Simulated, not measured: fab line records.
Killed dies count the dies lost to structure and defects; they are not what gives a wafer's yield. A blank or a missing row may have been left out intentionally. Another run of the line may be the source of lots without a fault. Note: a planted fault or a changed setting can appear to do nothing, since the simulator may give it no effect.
Which tool did it?    flow nand harc    Sampling: 13 lots, 39 wafers, 5 of 1302 route steps

WHAT THE GAUGES SHOWED, per wafer
NHARC_END_SORT_01. Usual: defect limited yield is 91.1 % with standard deviation 2.9, killed at array is 55 with standard deviation 19, killed at other is 0.8 with standard deviation 1.1, killed at periphery is 4.0 with standard deviation 2.6, killed dies is 60 with standard deviation 20, killed open is 3.4 with standard deviation 1.7, and killed short is 2.6 with standard deviation 1.5.
lot   measured      on         defect limited yield (%)  killed at array  killed at other  killed at periphery  killed dies  killed open  killed short  flag
L697  day 24 19:12  prober-01  95.3 94.1 96.5            30 34 18         0 0 0            2 6 6                32 40 24     4 5 1        4 6 2         
L699  day 24 19:14  prober-02  87.6 88.3 88.3            79 74 77         2 0 1            3 5 1                84 79 79     4 2 2        0 5 4         
L701  day 25 16:00  prober-01  89.2 89.2 84.5            67 69 100        0 0 1            6 4 4                73 73 105    3 4 3        0 2 1         
L702  day 26 18:12  prober-02  84.9 87.9 90.4            98 75 63         0 0 0            4 7 2                102 82 65    3 9 1        5 4 1         
L704  day 27 21:37  prober-02  87.0 87.9 86.4            88 80 82         0 0 0            0 2 10               88 82 92     2 3 5        2 2 2         
L705  day 28 05:41  prober-01  94.5 95.0 96.0            32 30 22         1 1 0            4 3 5                37 34 27     3 6 3        1 2 4         
L709  day 29 03:23  prober-01  93.9 92.8 93.5            39 44 40         2 2 1            0 3 3                41 49 44     3 2 3        3 3 0         
L710  day 29 12:03  prober-01  91.3 91.0 90.5            55 60 60         0 1 0            4 0 4                59 61 64     5 3 2        3 2 2         
L711  day 30 05:06  prober-02  91.9 92.6 93.1            48 44 43         0 0 0            7 6 4                55 50 47     4 5 4        3 0 3         
L715  day 31 19:32  prober-01  93.6 94.1 92.2            40 35 51         0 1 0            3 4 2                43 40 53     1 3 2        1 3 2         
L719  day 33 05:57  prober-02  84.5 84.5 80.4            66 72 63         36 33 67         3 0 3                105 105 133  1 6 2        1 4 3         OFF
L718  day 33 06:01  prober-01  87.6 86.7 79.8            48 22 55         33 61 74         3 7 8                84 90 137    3 2 2        2 2 5         OFF
L720  day 33 23:45  prober-02  94.1 94.8 94.4            38 31 35         0 1 0            2 3 3                40 35 38     1 3 4        4 2 2         

WHAT TOOL EACH LOT RAN ON (gives the tool, then ch and the chambers of the sampled wafers, and finally the start)
lot   NHARC_THIN_TSV_STRIP_62               NHARC_THIN_TSV_PVD_51         NHARC_THIN_TSV_ANNEAL_52          NHARC_THIN_TSV_ETCH_59
L697  plasma asher-01 ch 0,1, day 24 03:10  pvd sputter-03, day 24 03:35  rtp anneal-01 ch 0, day 24 04:31  rie metal-01 ch 0,1, day 24 06:46
L699  plasma asher-01 ch 0,1, day 24 04:29  pvd sputter-03, day 24 04:56  rtp anneal-01 ch 0, day 24 05:50  rie metal-01 ch 0,1, day 24 08:07
L701  plasma asher-02 ch 0,1, day 25 03:35  pvd sputter-02, day 25 04:01  rtp anneal-01 ch 0, day 25 04:55  rie metal-03 ch 0,1, day 25 07:08
L702  plasma asher-01 ch 0,1, day 26 05:50  pvd sputter-01, day 26 06:17  rtp anneal-02 ch 0, day 26 07:16  rie metal-02 ch 0,1, day 26 09:22
L704  plasma asher-01 ch 0,1, day 27 05:05  pvd sputter-01, day 27 05:31  rtp anneal-01 ch 0, day 27 06:28  rie metal-01 ch 0,1, day 27 08:40
L705  plasma asher-02 ch 0, day 27 16:35    pvd sputter-01, day 27 17:01  rtp anneal-02 ch 0, day 27 17:58  rie metal-01 ch 0,1, day 27 20:10
L709  plasma asher-01 ch 0,1, day 28 14:10  pvd sputter-01, day 28 14:37  rtp anneal-01 ch 0, day 28 15:33  rie metal-02 ch 0,1, day 28 17:43
L710  plasma asher-02 ch 0,1, day 28 20:56  pvd sputter-01, day 28 21:20  rtp anneal-02 ch 0, day 28 22:19  rie metal-03 ch 0,1, day 29 00:26
L711  plasma asher-02 ch 0,1, day 29 16:52  pvd sputter-03, day 29 17:20  rtp anneal-02 ch 0, day 29 18:13  rie metal-02 ch 0,1, day 29 20:22
L715  plasma asher-02 ch 0,1, day 31 07:05  pvd sputter-01, day 31 07:32  rtp anneal-01 ch 0, day 31 08:26  rie metal-01 ch 0,1, day 31 10:41
L719  plasma asher-02 ch 0,1, day 32 16:59  pvd sputter-03, day 32 17:25  rtp anneal-02 ch 0, day 32 18:25  rie metal-02 ch 0,1, day 32 20:28
L718  plasma asher-02 ch 0,1, day 32 18:11  pvd sputter-03, day 32 18:38  rtp anneal-01 ch 0, day 32 19:34  rie metal-01 ch 0,1, day 32 21:46
L720  plasma asher-01 ch 0,1, day 33 09:10  pvd sputter-01, day 33 09:35  rtp anneal-02 ch 0, day 33 10:32  rie metal-01 ch 1, day 33 12:44
- NHARC_THIN_TSV_STRIP_62: strips in N2/H2, time 20 s.
- NHARC_THIN_TSV_PVD_51: deposits Cu, target thk 100 nm.
- NHARC_THIN_TSV_ANNEAL_52: time 90 s.
- NHARC_THIN_TSV_ETCH_59: etches the open film in Cl2/BCl3, target depth 880 nm, time 138.1 s.

WHAT THE TOOLS THEMSELVES READ (means of the sampled wafers that have a number; where no wafer has one, the mark that the record gives instead)
NHARC_THIN_TSV_STRIP_62. Usual: drypump motor current A 5.44 A, standard deviation 0.27; heater power w 325 W, standard deviation 32.
lot   tool             drypump motor current A (A)  heater power w (W)  flag
L697  plasma asher-01  5.23                         357                 
L699  plasma asher-01  5.23                         357                 
L701  plasma asher-02  5.56                         315                 
L702  plasma asher-01  5.49                         362                 
L704  plasma asher-01  5.22                         346                 
L705  plasma asher-02  5.54                         314                 
L709  plasma asher-01  5.22                         345                 
L710  plasma asher-02  5.51                         313                 
L711  plasma asher-02  5.47                         295                 
L715  plasma asher-02  5.51                         312                 
L719  plasma asher-02  5.44                         295                 
L718  plasma asher-02  5.50                         305                 
L720  plasma asher-01  5.50                         374                 

NHARC_THIN_TSV_PVD_51. Usual: throttle valve pct at 30.2 %, with a standard deviation of 1.
lot   tool            throttle valve pct (%)  flag
L697  pvd sputter-03  29.7                    
L699  pvd sputter-03  29.4                    
L701  pvd sputter-02  29.5                    
L702  pvd sputter-01  30.5                    
L704  pvd sputter-01  30.4                    
L705  pvd sputter-01  31.3                    
L709  pvd sputter-01  30.9                    
L710  pvd sputter-01  31.1                    
L711  pvd sputter-03  29.6                    
L715  pvd sputter-01  30.9                    
L719  pvd sputter-03  30.0                    
L718  pvd sputter-03  29.8                    
L720  pvd sputter-01  30.4                    

NHARC_THIN_TSV_ANNEAL_52. Usual: wafer_temp_C_max at 226.4, with a standard deviation of 0.34.
lot   tool           wafer_temp_C_max  flag
L697  rtp anneal-01  226.4             
L699  rtp anneal-01  226.9             
L701  rtp anneal-01  226.3             
L702  rtp anneal-02  226.0             
L704  rtp anneal-01  226.7             
L705  rtp anneal-02  226.4             
L709  rtp anneal-01  226.5             
L710  rtp anneal-02  226.1             
L711  rtp anneal-02  226.3             
L715  rtp anneal-01  226.5             
L719  rtp anneal-02  226.2             
L718  rtp anneal-01  226.0             
L720  rtp anneal-02  226.5             

NHARC_THIN_TSV_ETCH_59. Usual: chamber pressure mTorr 10.000 mTorr, standard deviation 0.0096; drypump motor current A 5.9 A, standard deviation 0.58; oes product au 1.002 a.u., standard deviation 0.0084; throttle valve pct 22.263 %, standard deviation 0.0086.
lot   tool          chamber pressure mTorr (mTorr)  drypump motor current A (A)  oes product au (a.u.)  throttle valve pct (%)  flag
L697  rie metal-01  10.005                          6.5                          1.015                  22.259                  
L699  rie metal-01  10.003                          6.4                          0.994                  22.266                  
L701  rie metal-03  10.003                          6.2                          1.004                  22.264                  
L702  rie metal-02  9.991                           5.2                          1.001                  22.254                  
L704  rie metal-01  10.006                          6.5                          0.997                  22.263                  
L705  rie metal-01  10.008                          6.5                          1.007                  22.273                  
L709  rie metal-02  10.009                          5.3                          1.004                  22.262                  
L710  rie metal-03  9.995                           6.2                          1.002                  22.262                  
L711  rie metal-02  9.993                           5.3                          1.003                  22.268                  
L715  rie metal-01  9.995                           6.3                          1.003                  22.258                  
L719  rie metal-02  9.991                           5.2                          1.006                  22.261                  
L718  rie metal-01  10.005                          6.4                          0.991                  22.261                  
L720  rie metal-01  10.002                          6.6                          1.008                  22.273                  

THE ANSWER, worked out from the rows above alone
Rule: a lot counts as off when the mean over its wafers that have a number is more than 3 standard deviations away from the usual mean. A lot without any number at a reading at which 4 lots or more have one is off too. Any other lot the step has rows for is counted as sound. The gauges are gone through in route order, then the tools' own readings, and for those a lot's mean is taken as printed above. At the first step where some lot is off, the reading lying furthest off is the one used; lots without a number count as furthest.
Off at NHARC_END_SORT_01 (killed at other): L719, L718.
A tool fits if, at a process step before that reading, it ran every lot that is off, and no sound lot after the first of them. Those tools and the gauges at NHARC_END_SORT_01 are tried in the same way. Can't be told from this: 2 tools fit, plasma asher-02 at NHARC_THIN_TSV_STRIP_62, pvd sputter-03 at NHARC_THIN_TSV_PVD_51.

WHAT WAS PUT IN BY THE SIMULATOR
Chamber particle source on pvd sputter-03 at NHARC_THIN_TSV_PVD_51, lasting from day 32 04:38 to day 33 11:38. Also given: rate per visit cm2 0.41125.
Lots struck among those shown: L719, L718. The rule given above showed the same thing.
